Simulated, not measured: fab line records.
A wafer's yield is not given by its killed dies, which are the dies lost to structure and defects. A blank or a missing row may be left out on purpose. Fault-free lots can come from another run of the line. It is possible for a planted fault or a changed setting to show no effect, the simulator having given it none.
fab line records	flow nand_harc
record: lots: 14	wafers: 41	last_day: 24
route steps=1159 shown P_BONDPAD@385 A_ZERO_WELL@401 A_SOURCE_PLATE@416 A_ONON_D1@424 END@1159
lots that met no fault: from a run of the same line without faults
start_h: hours from the record's first day to the start of the lot's first wafer shown	wait_h: how many hours have passed since the lot's step before this one	" identical to the entry in the row above	L1.1+2: a single row standing in for several wafers	- either no value or no given start	* or withheld: withheld	< > ~ a bound
route shown NAME@n: a module of which the file shows steps, and the number in the route of the first	usual: average and standard deviation across the fault-free wafers	same: alike in all rows	chamber/n: place in a boat	sites: the reading at each site	_std_site: how widely they spread, as a standard deviation	_edge_site: the outer-site mean with the inner-site mean subtracted	radius_mm: how far each site lies from the wafer's centre	mask NAME#n: copy n	behind: tool/chamber where the wafer was last shaped	hold: cause of the lot's hold/its duration in hours/its outcome	device: transistor that didn't switch, given as n, p or np	end of line: the tests these same wafers got at the end of their route	for a step that has no rows: nothing shown but its recipe	killed: not the wafer's yield, but the dies lost to structure and defects at the first sort	map: the dies of a wafer, with x for killed, . for not killed, _ for no die there
set.NAME: the setting that was run; set.NAME@STEP: the one run at that earlier step	model.NAME: the simulator's own value behind a step, which no gauge read
route steps across a sampled set of lots; one table per step, one row per wafer
services: from which hour (start_h, from the record's first day; less than 0 if before it) a tool's chamber was out of use, for how many hours, and why
== steps ==
step: NHARC_P_BONDPAD_INSPECT_23
usual: raw_defect_count: 353/120
lot.wafer	tool	chamber	start_h	wait_h	raw_defect_count
L837.2	defect_inspect-02	-	130.79	0.0	280
L837.5	"	-	"	"	370
L837.6	"	-	"	"	369
L838.1	defect_inspect-01	-	142.11	0.0	360
L838.5	"	-	"	"	151
L838.6	"	-	"	"	260
L840.2	defect_inspect-02	-	148.93	0.0	437
L840.3	"	-	"	"	476
L840.5	"	-	"	"	310
L841.1	defect_inspect-01	-	149.70	0.0	215
L841.5	"	-	"	"	446
L841.6	"	-	"	"	308
L839.2	defect_inspect-01	-	150.27	0.0	261
L839.4	"	-	"	"	341
L839.6	"	-	"	"	619
L843.1	defect_inspect-02	-	170.53	0.0	354
L843.2	"	-	"	"	277
L843.5	"	-	"	"	275
L846.1	defect_inspect-01	-	182.95	0.0	204
L846.2	"	-	"	"	359
L846.5	"	-	"	"	323
L847.2	defect_inspect-01	-	190.41	0.0	469
L847.3	"	-	"	"	195
L847.5	"	-	"	"	228
L848.1	defect_inspect-02	-	207.95	0.0	431
L848.5	"	-	"	"	277
L848.6	"	-	"	"	315
L849.1	defect_inspect-01	-	208.71	0.0	491
L849.3	"	-	"	"	349
L849.6	"	-	"	"	375
L851.1	defect_inspect-01	-	224.77	0.0	317
L851.2	"	-	"	"	325
L851.4	"	-	"	"	397
L852.1	defect_inspect-01	-	225.38	0.1	558
L852.2	"	-	"	"	464
L852.5	"	-	"	"	371
L854.5	defect_inspect-02	-	239.86	0.0	148
L854.6	"	-	"	"	185
L860.1	defect_inspect-02	-	272.10	0.0	368
L860.3	"	-	"	"	336
L860.5	"	-	"	"	296
step: NHARC_A_ZERO_WELL_CD_MEAS_10
recipe: target_cd_nm: 2000	landing_energy_ev: 500
usual: cd_nm: 2000.9/1.8
lot.wafer	tool	chamber	start_h	wait_h	cd_nm
L837.2	cd_sem-03	0	132.18	-	1999.1
L837.5	"	0	"	"	1998.7
L837.6	"	0	"	"	2000.2
L838.1	cd_sem-02	0	143.49	-	1999.2
L838.5	"	0	"	"	2001.9
L838.6	"	0	"	"	1997.1
L840.2	cd_sem-02	0	150.20	-	1999.7
L840.3	"	0	"	"	1999.8
L840.5	"	0	"	"	2000.5
L841.1	cd_sem-03	0	151.01	-	2001.7
L841.5	"	0	"	"	1999.0
L841.6	"	0	"	"	2003.9
L839.2	cd_sem-02	0	151.46	-	2002.0
L839.4	"	0	"	"	2000.4
L839.6	"	0	"	"	2002.7
L843.1	cd_sem-02	0	171.85	-	2002.3
L843.2	"	0	"	"	2000.8
L843.5	"	0	"	"	2003.2
L846.1	cd_sem-03	0	184.13	-	2004.3
L846.2	"	0	"	"	2001.9
L846.5	"	0	"	"	2005.5
L847.2	cd_sem-02	0	191.59	-	1999.4
L847.3	"	0	"	"	2002.6
L847.5	"	0	"	"	1999.0
L848.1	cd_sem-02	0	209.26	-	2000.0
L848.5	"	0	"	"	1999.0
L848.6	"	0	"	"	1999.0
L849.1	cd_sem-01	0	210.18	-	2001.2
L849.3	"	0	"	"	2000.7
L849.6	"	0	"	"	2001.6
L851.1	cd_sem-02	0	226.09	-	2001.9
L851.2	"	0	"	"	2003.2
L851.4	"	0	"	"	2000.5
L852.1	cd_sem-03	0	226.56	-	2001.8
L852.2	"	0	"	"	2002.2
L852.5	"	0	"	"	2001.3
L854.5	cd_sem-03	0	241.20	-	1998.7
L854.6	"	0	"	"	1997.9
L860.1	cd_sem-01	0	273.28	-	2000.1
L860.3	"	0	"	"	2001.6
L860.5	"	0	"	"	2002.9
step: NHARC_A_SOURCE_PLATE_THK_MEAS_09
recipe: thk_meas_gauge: ellipsometry
usual: thk_nm: 9.8/1.1
lot.wafer	tool	chamber	start_h	wait_h	thk_nm
L837.2	film_metro-01	-	138.32	0.4	9.5
L837.5	"	-	"	"	10.1
L837.6	"	-	"	"	10.9
L838.1	film_metro-02	-	152.68	0.4	9.1
L838.5	"	-	"	"	9.6
L838.6	"	-	"	"	9.7
L841.1	film_metro-02	-	158.92	0.4	7.8
L841.5	"	-	"	"	9.8
L841.6	"	-	"	"	9.5
L839.2	film_metro-01	-	158.92	0.4	8.7
L839.4	"	-	"	"	8.9
L839.6	"	-	"	"	9.0
L840.2	film_metro-01	-	158.93	0.4	11.4
L840.3	"	-	"	"	10.6
L840.5	"	-	"	"	10.9
L843.1	film_metro-01	-	181.58	0.4	9.8
L843.2	"	-	"	"	9.0
L843.5	"	-	"	"	10.2
L846.1	film_metro-01	-	193.01	0.4	9.3
L846.2	"	-	"	"	9.4
L846.5	"	-	"	"	10.0
L847.2	film_metro-02	-	200.70	0.4	11.7
L847.3	"	-	"	"	9.6
L847.5	"	-	"	"	8.6
L848.1	film_metro-01	-	218.74	0.4	8.2
L848.5	"	-	"	"	8.6
L848.6	"	-	"	"	9.6
L849.1	film_metro-02	-	218.74	0.4	8.0
L849.3	"	-	"	"	10.5
L849.6	"	-	"	"	8.1
L851.1	film_metro-01	-	234.71	0.4	11.4
L851.2	"	-	"	"	10.8
L851.4	"	-	"	"	8.5
L852.1	film_metro-02	-	234.71	0.4	9.8
L852.2	"	-	"	"	8.2
L852.5	"	-	"	"	9.4
L854.5	film_metro-01	-	250.05	0.4	8.6
L854.6	"	-	"	"	8.6
L860.1	film_metro-01	-	280.93	0.4	9.7
L860.3	"	-	"	"	10.1
L860.5	"	-	"	"	10.7
step: NHARC_A_ONON_D1_DEP_00
recipe: target_thk_a: 10000	n2_flow_sccm: 2750	n2o_flow_sccm: 2000	nh3_flow_sccm: 500	sih4_flow_sccm: 210	temp_c: 400
lot.wafer	tool	chamber	start_h	wait_h
L837.2+5+6	pecvd_onon-02	0	151.64	0.1
L838.1+5+6	pecvd_onon-01	0	165.87	0.1
L841.1+5+6	pecvd_onon-02	0	172.20	0.1
L839.2+4+6	pecvd_onon-04	0	172.21	0.1
L840.2+3+5	pecvd_onon-01	0	172.22	0.1
L843.1+2+5	pecvd_onon-02	0	196.02	0.1
L846.1+2+5	pecvd_onon-04	0	206.28	0.1
L847.2+3+5	pecvd_onon-01	0	215.30	0.1
L849.1+3+6	pecvd_onon-02	0	232.10	0.1
L848.1+5+6	pecvd_onon-04	0	232.12	0.1
L851.1+2+4	pecvd_onon-02	0	247.70	0.1
L852.1+2+5	pecvd_onon-01	0	247.70	0.1
L854.5+6	pecvd_onon-01	0	263.99	0.3
L860.1+3+5	pecvd_onon-01	0	296.43	0.1
step: NHARC_A_ONON_D1_THK_MEAS_02
recipe: thk_meas_gauge: ellipsometry
usual: thk_nm: 1001/6.1
lot.wafer	tool	chamber	start_h	wait_h	thk_nm
L837.2	film_metro-01	-	152.10	-	1005
L837.5	"	-	"	"	1007
L837.6	"	-	"	"	1003
L838.1	film_metro-02	-	166.40	-	998
L838.5	"	-	"	"	996
L838.6	"	-	"	"	996
L839.2	film_metro-02	-	172.67	-	1000
L839.4	"	-	"	"	1000
L839.6	"	-	"	"	1000
L840.2	film_metro-01	-	172.67	-	1000
L840.3	"	-	"	"	1000
L840.5	"	-	"	"	1001
L841.1	film_metro-02	-	172.71	-	1005
L841.5	"	-	"	"	1005
L841.6	"	-	"	"	1007
L843.1	film_metro-02	-	196.53	-	1005
L843.2	"	-	"	"	1006
L843.5	"	-	"	"	1005
L846.1	film_metro-01	-	206.79	-	1010
L846.2	"	-	"	"	1012
L846.5	"	-	"	"	1009
L847.2	film_metro-01	-	215.76	-	1003
L847.3	"	-	"	"	1001
L847.5	"	-	"	"	1002
L849.1	film_metro-02	-	232.61	-	1010
L849.3	"	-	"	"	1008
L849.6	"	-	"	"	1009
L848.1	film_metro-02	-	232.63	-	990
L848.5	"	-	"	"	989
L848.6	"	-	"	"	988
L851.1	film_metro-02	-	248.21	-	1003
L851.2	"	-	"	"	1005
L851.4	"	-	"	"	1005
L852.1	film_metro-01	-	248.22	-	998
L852.2	"	-	"	"	998
L852.5	"	-	"	"	999
L854.5	film_metro-01	-	264.27	-	1428
L854.6	"	-	"	"	996
L860.1	film_metro-02	-	296.94	-	1436
L860.3	"	-	"	"	1002
L860.5	"	-	"	"	1436
step: NHARC_END_SORT_01
recipe: temp_c: 25
usual: killed_at_array: 27/8	killed_at_other: 0.8/1.2	killed_at_periphery: 3.3/2.3	killed_dies: 31/8.8	killed_open: 3.2/2.1	killed_short: 2.1/1.4
same: gross_dies: 677
lot.wafer	tool	chamber	start_h	wait_h	killed_at_array	killed_at_other	killed_at_periphery	killed_dies	killed_open	killed_short
L837.2	prober-02	0	441.83	2.8	25	1	3	29	4	1
L837.5	prober-02	0	444.23	3.7	35	0	3	38	11	4
L837.6	prober-02	0	445.03	4.0	22	1	3	26	4	3
L841.1	prober-02	0	453.74	2.5	28	1	0	29	3	2
L841.5	prober-02	0	456.91	3.7	29	0	2	31	4	3
L841.6	prober-02	0	457.70	4.0	17	0	1	18	7	1
L838.1	prober-02	0	461.54	2.5	33	0	0	33	3	3
L838.5	prober-02	0	464.76	3.7	35	0	0	35	5	1
L838.6	prober-02	0	465.56	4.0	28	1	2	31	2	3
L840.2	prober-01	0	462.30	2.8	27	0	9	36	3	3
L840.3	prober-01	0	463.10	3.1	23	0	8	31	5	2
L840.5	prober-01	0	464.72	3.7	24	0	10	34	4	5
L839.2	prober-01	0	470.12	2.8	24	1	2	27	3	2
L839.4	prober-01	0	471.74	3.4	28	0	4	32	0	6
L839.6	prober-01	0	473.36	4.0	24	0	3	27	6	5
L843.1	prober-01	0	483.41	2.5	24	1	1	26	3	1
L843.2	prober-01	0	484.21	2.8	25	3	2	30	2	2
L843.5	prober-01	0	486.58	3.7	25	1	2	28	1	1
L846.1	prober-02	0	493.98	2.5	16	0	3	19	3	2
L846.2	prober-02	0	494.78	2.8	27	0	4	31	4	3
L846.5	prober-02	0	497.20	3.7	21	0	2	23	3	0
L847.2	prober-01	0	501.43	2.8	16	0	1	17	3	2
L847.3	prober-01	0	502.24	3.1	22	0	2	24	1	2
L847.5	prober-01	0	503.85	3.7	14	1	4	19	3	2
L849.1	prober-01	0	508.45	2.5	20	3	5	28	4	3
L849.3	prober-01	0	510.05	3.1	24	2	1	27	5	1
L849.6	prober-01	0	512.45	4.0	20	3	3	26	1	4
L851.1	prober-02	0	529.72	2.5	26	1	7	34	2	1
L851.2	prober-02	0	530.53	2.8	36	1	1	38	3	5
L851.4	prober-02	0	532.15	3.4	18	0	1	19	2	1
L848.1	prober-01	0	529.78	2.6	43	4	1	48	1	1
L848.5	prober-01	0	532.99	3.7	30	0	2	32	2	0
L848.6	prober-01	0	533.79	4.0	29	2	5	36	2	1
L852.1	prober-02	0	537.64	2.5	13	2	2	17	2	0
L852.2	prober-02	0	538.44	2.8	20	1	2	23	2	4
L852.5	prober-02	0	540.87	3.7	20	2	1	23	2	1
L854.5	prober-01	0	561.06	3.7	675	0	2	677	6	4
L854.6	prober-01	0	561.86	4.0	29	1	2	32	4	1
L860.1	prober-02	0	581.52	2.5	673	0	4	677	3	0
L860.3	prober-02	0	583.10	3.1	29	3	2	34	2	3
L860.5	prober-02	0	584.69	3.7	675	0	2	677	2	4
killed by level:class
L837.2 A_CHANNEL_HOLE_D1:chamber_film_flake=11 A_WL_FILL:chamber_film_flake=5 P_M0:geometric_particle:open=2 A_CHANNEL_FILL_D1:geometric_particle:open=2 A_CHANNEL_FILL_D1:chamber_film_flake=2 A_CONTACT:chamber_film_flake=2 A_CHANNEL_FILL_D1:geometric_particle:short=1 P_GATE:chamber_film_flake=1
L837.5 A_CHANNEL_HOLE_D1:chamber_film_flake=14 A_STAIRCASE:chamber_film_flake=7 P_CONTACT:geometric_particle:open=2 A_SGD_CUT:geometric_particle:open=2 A_WL_FILL:geometric_particle:open=2 A_CONTACT:geometric_particle:open=2 P_GATE:geometric_particle:open=1 A_SGD_CUT:geometric_particle:short=1
L837.6 A_STAIRCASE:chamber_film_flake=4 A_WL_FILL:chamber_film_flake=4 A_CHANNEL_HOLE_D1:chamber_film_flake=3 A_CONTACT:geometric_particle:open=2 P_GATE:chamber_film_flake=2 A_CONTACT:chamber_film_flake=2 P_GATE:geometric_particle:open=1 A_WL_FILL:geometric_particle:open=1
L841.1 A_CHANNEL_HOLE_D1:chamber_film_flake=14 A_STAIRCASE:chamber_film_flake=8 A_ONON_D1:geometric_particle:open=2 A_WL_FILL:geometric_particle:open=1 A_CONTACT:geometric_particle:short=1 A_M0:geometric_particle:short=1 A_CONTACT:chamber_film_flake=1 THIN_TSV:chamber_film_flake=1
L841.5 A_CHANNEL_HOLE_D1:chamber_film_flake=17 A_STAIRCASE:chamber_film_flake=4 P_M2:geometric_particle:open=1 A_SOURCE_PLATE:geometric_particle:short=1 A_ONON_D1:geometric_particle:short=1 A_CHANNEL_FILL_D1:geometric_particle:open=1 A_SGD_CUT:geometric_particle:open=1 A_CONTACT:geometric_particle:short=1
L841.6 A_CHANNEL_HOLE_D1:chamber_film_flake=4 A_STAIRCASE:chamber_film_flake=4 A_CONTACT:geometric_particle:open=3 A_BLC:geometric_particle:open=2 P_CONTACT:geometric_particle:open=1 A_CONTACT:geometric_particle:short=1 A_M0:geometric_particle:open=1 A_WL_FILL:chamber_film_flake=1
L838.1 A_STAIRCASE:chamber_film_flake=9 A_SLIT:chamber_film_flake=7 A_CONTACT:chamber_film_flake=5 A_CHANNEL_HOLE_D1:chamber_film_flake=3 A_SGD_CUT:chamber_film_flake=3 A_ONON_D1:geometric_particle:short=1 A_CONTACT:geometric_particle:open=1 A_CONTACT:geometric_particle:short=1
L840.2 A_SLIT:chamber_film_flake=11 P_STI:chamber_film_flake=6 A_STAIRCASE:chamber_film_flake=5 A_CHANNEL_HOLE_D1:chamber_film_flake=3 A_CONTACT:chamber_film_flake=3 P_CONTACT:geometric_particle:short=1 P_M0:geometric_particle:open=1 A_CHANNEL_FILL_D1:geometric_particle:short=1
L840.3 A_SLIT:chamber_film_flake=9 A_STAIRCASE:chamber_film_flake=5 P_GATE:chamber_film_flake=4 A_SGD_CUT:geometric_particle:open=2 A_CONTACT:geometric_particle:open=2 P_STI:chamber_film_flake=2 A_CHANNEL_HOLE_D1:chamber_film_flake=2 P_M0:geometric_particle:open=1
L840.5 A_STAIRCASE:chamber_film_flake=9 A_SLIT:chamber_film_flake=7 P_STI:chamber_film_flake=5 P_M0:geometric_particle:open=2 A_WL_FILL:geometric_particle:short=2 A_CONTACT:geometric_particle:open=2 A_CONTACT:chamber_film_flake=2 P_CONTACT:geometric_particle:short=1
L838.5 A_CONTACT:chamber_film_flake=8 A_SLIT:chamber_film_flake=6 A_STAIRCASE:chamber_film_flake=4 A_SGD_CUT:chamber_film_flake=4 A_CONTACT:geometric_particle:open=3 A_CHANNEL_FILL_D1:chamber_film_flake=3 A_CHANNEL_HOLE_D1:chamber_film_flake=2 A_WL_FILL:chamber_film_flake=2
L838.6 A_STAIRCASE:chamber_film_flake=7 A_SLIT:chamber_film_flake=6 A_CONTACT:chamber_film_flake=5 A_CHANNEL_FILL_D1:chamber_film_flake=2 A_SGD_CUT:chamber_film_flake=2 P_M0:geometric_particle:short=1 A_SOURCE_PLATE:geometric_particle:short=1 A_SOURCE_PLATE:geometric_particle:open=1
L839.2 A_CHANNEL_HOLE_D1:chamber_film_flake=9 A_STAIRCASE:chamber_film_flake=7 A_CONTACT:geometric_particle:open=2 P_ZERO_WELL:chamber_film_flake=2 A_WL_FILL:geometric_particle:short=1 A_M0:geometric_particle:open=1 A_M1:geometric_particle:short=1 A_ZERO_WELL:chamber_film_flake=1
L839.4 A_CHANNEL_HOLE_D1:chamber_film_flake=14 A_STAIRCASE:chamber_film_flake=4 P_ZERO_WELL:chamber_film_flake=3 A_CHANNEL_HOLE_D1:geometric_particle:short=2 A_WL_FILL:geometric_particle:short=2 A_ZERO_WELL:chamber_film_flake=2 A_ONON_D1:geometric_particle:short=1 A_M0:geometric_particle:short=1
L839.6 A_CHANNEL_HOLE_D1:chamber_film_flake=10 A_STAIRCASE:chamber_film_flake=3 A_CONTACT:chamber_film_flake=3 P_M0:geometric_particle:open=2 A_M0:geometric_particle:open=2 P_M1:geometric_particle:short=1 A_CHANNEL_FILL_D1:geometric_particle:open=1 A_CHANNEL_FILL_D1:geometric_particle:short=1
L843.1 A_CHANNEL_HOLE_D1:chamber_film_flake=10 A_SLIT:chamber_film_flake=7 A_STAIRCASE:chamber_film_flake=3 A_SOURCE_PLATE:geometric_particle:open=1 A_ONON_D1:geometric_particle:short=1 A_CONTACT:geometric_particle:open=1 A_M0:geometric_particle:open=1 P_GATE:chamber_film_flake=1
L843.2 A_CHANNEL_HOLE_D1:chamber_film_flake=12 A_SLIT:chamber_film_flake=8 THIN_TSV:chamber_film_flake=3 P_CONTACT:geometric_particle:short=1 A_SGD_CUT:geometric_particle:open=1 A_CONTACT:geometric_particle:open=1 A_M1:geometric_particle:short=1 P_STI:chamber_film_flake=1
L843.5 A_CHANNEL_HOLE_D1:chamber_film_flake=12 A_SLIT:chamber_film_flake=7 A_WL_FILL:chamber_film_flake=2 P_GATE:geometric_particle:open=1 A_CHANNEL_FILL_D1:geometric_particle:short=1 P_BONDPAD:chamber_film_flake=1 A_CHANNEL_FILL_D1:chamber_film_flake=1 A_STAIRCASE:chamber_film_flake=1
L846.1 A_CHANNEL_HOLE_D1:chamber_film_flake=6 A_CONTACT:chamber_film_flake=3 P_ZERO_WELL:chamber_film_flake=2 A_ONON_D1:geometric_particle:open=1 A_WL_FILL:geometric_particle:short=1 A_WL_FILL:geometric_particle:open=1 A_M0:geometric_particle:open=1 A_M0:geometric_particle:short=1
L846.2 A_CHANNEL_HOLE_D1:chamber_film_flake=11 A_CHANNEL_FILL_D1:chamber_film_flake=4 A_WL_FILL:chamber_film_flake=3 A_ONON_D1:geometric_particle:open=2 A_CONTACT:geometric_particle:short=2 P_ZERO_WELL:chamber_film_flake=2 A_CONTACT:chamber_film_flake=2 P_STI:geometric_particle:open=1
L846.5 A_CHANNEL_HOLE_D1:chamber_film_flake=11 A_CONTACT:chamber_film_flake=5 A_M0:geometric_particle:open=2 P_ZERO_WELL:chamber_film_flake=2 A_WL_FILL:geometric_particle:open=1 A_CHANNEL_FILL_D1:chamber_film_flake=1 A_WL_FILL:chamber_film_flake=1
L847.2 A_CHANNEL_HOLE_D1:chamber_film_flake=4 A_WL_FILL:chamber_film_flake=3 A_CONTACT:chamber_film_flake=3 A_M0:geometric_particle:short=2 P_M1:geometric_particle:open=1 A_CHANNEL_FILL_D1:geometric_particle:open=1 A_BLC:geometric_particle:open=1 A_ZERO_WELL:chamber_film_flake=1
L847.3 A_CHANNEL_HOLE_D1:chamber_film_flake=12 A_CONTACT:chamber_film_flake=5 P_STI:geometric_particle:open=1 A_CHANNEL_HOLE_D1:geometric_particle:short=1 A_WL_FILL:geometric_particle:short=1 P_GATE:chamber_film_flake=1 A_STAIRCASE:chamber_film_flake=1 A_SLIT:chamber_film_flake=1
L847.5 A_CHANNEL_HOLE_D1:chamber_film_flake=10 P_BONDPAD:chamber_film_flake=2 P_GATE:geometric_particle:short=1 P_M1:geometric_particle:short=1 A_ONON_D1:geometric_particle:open=1 A_CONTACT:geometric_particle:open=1 STARTING-WAFER:geometric_particle:open=1 A_SGD_CUT:chamber_film_flake=1
L849.1 A_SLIT:chamber_film_flake=9 A_CHANNEL_HOLE_D1:chamber_film_flake=4 THIN_TSV:chamber_film_flake=3 P_CONTACT:geometric_particle:open=2 P_STI:chamber_film_flake=2 A_STAIRCASE:chamber_film_flake=2 A_ONON_D1:geometric_particle:short=1 A_WL_FILL:geometric_particle:short=1
L849.3 A_SLIT:chamber_film_flake=13 A_WL_FILL:geometric_particle:open=2 A_M0:geometric_particle:open=2 A_CHANNEL_HOLE_D1:chamber_film_flake=2 A_CONTACT:chamber_film_flake=2 THIN_TSV:chamber_film_flake=2 A_CHANNEL_FILL_D1:geometric_particle:short=1 A_SLIT:geometric_particle:open=1
L849.6 A_SLIT:chamber_film_flake=11 A_STAIRCASE:chamber_film_flake=3 THIN_TSV:chamber_film_flake=3 P_STI:chamber_film_flake=2 A_ONON_D1:geometric_particle:short=1 A_STAIRCASE:geometric_particle:short=1 A_WL_FILL:geometric_particle:short=1 A_WL_FILL:geometric_particle:open=1
L851.1 A_CHANNEL_HOLE_D1:chamber_film_flake=18 P_M1:chamber_film_flake=3 A_STAIRCASE:chamber_film_flake=3 A_CONTACT:chamber_film_flake=3 P_GATE:chamber_film_flake=2 P_CONTACT:geometric_particle:open=1 A_STAIRCASE:geometric_particle:short=1 A_WL_FILL:geometric_particle:open=1
L848.1 A_CHANNEL_HOLE_D1:chamber_film_flake=18 A_SLIT:chamber_film_flake=17 THIN_TSV:chamber_film_flake=4 A_STAIRCASE:chamber_film_flake=3 A_CONTACT:chamber_film_flake=3 A_CONTACT:geometric_particle:short=1 A_BLC:geometric_particle:open=1 P_STI:chamber_film_flake=1
L851.2 A_CHANNEL_HOLE_D1:chamber_film_flake=18 A_CONTACT:chamber_film_flake=10 A_M0:geometric_particle:short=2 P_CONTACT:geometric_particle:open=1 A_SOURCE_PLATE:geometric_particle:short=1 A_ONON_D1:geometric_particle:short=1 A_CHANNEL_FILL_D1:geometric_particle:open=1 A_CHANNEL_FILL_D1:geometric_particle:short=1
L851.4 A_CHANNEL_HOLE_D1:chamber_film_flake=11 A_CONTACT:chamber_film_flake=4 P_STI:geometric_particle:open=1 A_CHANNEL_FILL_D1:geometric_particle:open=1 A_WL_FILL:geometric_particle:short=1 A_STAIRCASE:chamber_film_flake=1
L848.5 A_CHANNEL_HOLE_D1:chamber_film_flake=14 A_SLIT:chamber_film_flake=14 P_M2:geometric_particle:open=1 A_CONTACT:geometric_particle:open=1 P_BONDPAD:chamber_film_flake=1 A_STAIRCASE:chamber_film_flake=1
L848.6 A_CHANNEL_HOLE_D1:chamber_film_flake=15 A_SLIT:chamber_film_flake=10 A_CONTACT:chamber_film_flake=3 P_ZERO_WELL:chamber_film_flake=2 THIN_TSV:chamber_film_flake=2 P_GATE:geometric_particle:open=1 P_M0:geometric_particle:open=1 P_M1:geometric_particle:short=1
L852.1 A_CONTACT:chamber_film_flake=7 A_CHANNEL_HOLE_D1:chamber_film_flake=3 THIN_TSV:chamber_film_flake=2 A_CHANNEL_HOLE_D1:geometric_particle:open=1 A_BLC:geometric_particle:open=1 P_STI:chamber_film_flake=1 P_M1:chamber_film_flake=1 A_STAIRCASE:chamber_film_flake=1
L852.2 A_CONTACT:chamber_film_flake=6 A_CHANNEL_HOLE_D1:chamber_film_flake=4 A_STAIRCASE:chamber_film_flake=3 A_ONON_D1:geometric_particle:short=1 A_CHANNEL_FILL_D1:geometric_particle:short=1 A_CONTACT:geometric_particle:short=1 A_BLC:geometric_particle:short=1 A_M1:geometric_particle:open=1
L852.5 A_CHANNEL_HOLE_D1:chamber_film_flake=8 A_CONTACT:chamber_film_flake=6 A_STAIRCASE:chamber_film_flake=3 THIN_TSV:chamber_film_flake=2 P_M1:geometric_particle:open=1 A_CHANNEL_FILL_D1:geometric_particle:open=1 A_SLIT:geometric_particle:short=1 A_WL_FILL:chamber_film_flake=1
L854.5 A_ONON_D1:area_dep=644 A_CHANNEL_HOLE_D1:chamber_film_flake=9 A_CONTACT:geometric_particle:open=4 A_STAIRCASE:chamber_film_flake=4 A_WL_FILL:chamber_film_flake=3 A_ONON_D1:geometric_particle:short=2 A_CONTACT:chamber_film_flake=2 A_M0:chamber_film_flake=2
L854.6 A_CHANNEL_HOLE_D1:chamber_film_flake=14 A_M0:chamber_film_flake=5 A_WL_FILL:chamber_film_flake=3 A_STAIRCASE:chamber_film_flake=2 P_STI:geometric_particle:open=1 P_M0:geometric_particle:open=1 A_ONON_D1:geometric_particle:short=1 A_CHANNEL_FILL_D1:geometric_particle:open=1
L860.1 A_ONON_D1:area_dep=659 A_CHANNEL_HOLE_D1:chamber_film_flake=9 A_M0:geometric_particle:open=2 P_M2:chamber_film_flake=2 A_M1:geometric_particle:open=1 P_STI:chamber_film_flake=1 P_GATE:chamber_film_flake=1 A_WL_FILL:chamber_film_flake=1
L860.3 A_CHANNEL_HOLE_D1:chamber_film_flake=10 A_CONTACT:chamber_film_flake=6 A_STAIRCASE:chamber_film_flake=5 A_SLIT:chamber_film_flake=2 A_BLC:chamber_film_flake=2 A_ONON_D1:geometric_particle:short=1 A_M0:geometric_particle:open=1 A_M1:geometric_particle:short=1
L860.5 A_ONON_D1:area_dep=657 A_CHANNEL_HOLE_D1:chamber_film_flake=6 A_STAIRCASE:chamber_film_flake=3 A_CONTACT:chamber_film_flake=3 P_M0:geometric_particle:short=2 A_ONON_D1:geometric_particle:open=1 A_ONON_D1:geometric_particle:short=1 A_WL_FILL:geometric_particle:short=1
== services ==
tool	chamber	start_h	hours	kind
pecvd_onon-01	-	137.14	3.5	repair
pecvd_onon-01	-	195.00	13.0	pm
pecvd_onon-04	-	237.00	13.0	pm
pecvd_onon-02	-	292.27	13.0	pm
== key ==
first_sign: step: NHARC_A_ONON_D1_THK_MEAS_02	reading: thk_nm	direction: up	sigmas: 70	usual: 1001	struck: 1433
effect: step: NHARC_END_SORT_01	reading: killed_at_array	direction: up	sigmas: 81	usual: 27	struck: 674
more_kills_born_at: NHARC_A_ONON_D1_DEP_00@pecvd_onon-01: 1960
met_at NHARC_A_ONON_D1_DEP_00
struck_lots L854,L860
struck_wafers L854.5,L860.1,L860.5
later_rows_left_out L854.5,L860.1,L860.5
tester_left_out L854,L860
not_acting_at NHARC_P_BONDPAD_INSPECT_23,NHARC_A_ZERO_WELL_CD_MEAS_10,NHARC_A_SOURCE_PLATE_THK_MEAS_09
onset_between 247.70 263.99
fault: kind: process_parameter_drift	tool: pecvd_onon-01	chamber: -	onset_h: 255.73	steps: NHARC_A_ONON_D1_DEP_00	channel: target_thk_a	offset: *	shape: step	end_h: 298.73	scope: struck_wafers_only	acts_in: *	stated: *
tester_left_out: of these lots the tester's yield and bins aren't shown, on N5 and GAA mostly nor the transistor test; their killed dies are dies lost to structure and defects alone, not to doping, threshold or leakage, so they don't give the yield
later_rows_left_out: the simulator's readings of these wafers behind a module that went badly wrong aren't trusted and aren't shown, but for the sort
